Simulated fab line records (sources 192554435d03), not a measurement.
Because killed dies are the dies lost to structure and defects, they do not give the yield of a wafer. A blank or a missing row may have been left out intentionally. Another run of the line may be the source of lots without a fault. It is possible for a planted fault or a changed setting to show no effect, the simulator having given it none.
Matching of chambers / flow n5 finfet / rie diel-05 running N5_BEOL_M5_ETCH_68: 4 sister chambers
The step etches SOC in N2/H2, target depth 80 nm, overetch 16 nm, time 120 s. 4 wafers are shown with their chamber, then 7 later ones without.

EACH WAFER AND ITS CHAMBER
wafer=L085.4; chamber=0; showerhead plenum p Torr (Torr)=2.42
wafer=L089.5; chamber=3; showerhead plenum p Torr (Torr)=2.69
wafer=L093.1; chamber=2; showerhead plenum p Torr (Torr)=2.45
wafer=L093.2; chamber=1; showerhead plenum p Torr (Torr)=2.53

WAFERS WHOSE CHAMBER IS MISSING
wafer=L093.4; showerhead plenum p Torr (Torr)=2.74
wafer=L095.3; showerhead plenum p Torr (Torr)=2.53
wafer=L095.5; showerhead plenum p Torr (Torr)=2.53
wafer=L095.6; showerhead plenum p Torr (Torr)=2.45
wafer=L096.1; showerhead plenum p Torr (Torr)=2.73
wafer=L096.2; showerhead plenum p Torr (Torr)=2.53
wafer=L096.4; showerhead plenum p Torr (Torr)=2.44

WHICH CHAMBER EACH ONE RAN IN
wafer=L093.4; from the rows above=3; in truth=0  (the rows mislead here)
wafer=L095.3; from the rows above=1; in truth=1
wafer=L095.5; from the rows above=1; in truth=1
wafer=L095.6; from the rows above=can't be placed: 2 or 0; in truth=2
wafer=L096.1; from the rows above=3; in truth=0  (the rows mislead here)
wafer=L096.2; from the rows above=1; in truth=1
wafer=L096.4; from the rows above=can't be placed: 2 or 0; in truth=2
Correct placement for 3 of the 7. Can't be placed from these rows: 2 (the true chamber is among the candidates in 2). Wrongly placed: 2.
How it was worked out, from the rows above alone: a wafer's distance from a chamber is the root of the sum, over the readings, of the square of ((its reading less the chamber's mean) divided by the reading's scatter). If the next closest chamber is less than 2 further off than the closest, the wafer can't be placed; otherwise it belongs to the closest. The mean given for a chamber averages the wafers shown for that chamber. The scatter (one wafer shown for each chamber): square how far every hidden wafer sits from the nearest shown wafer, average those squares and take the square root.
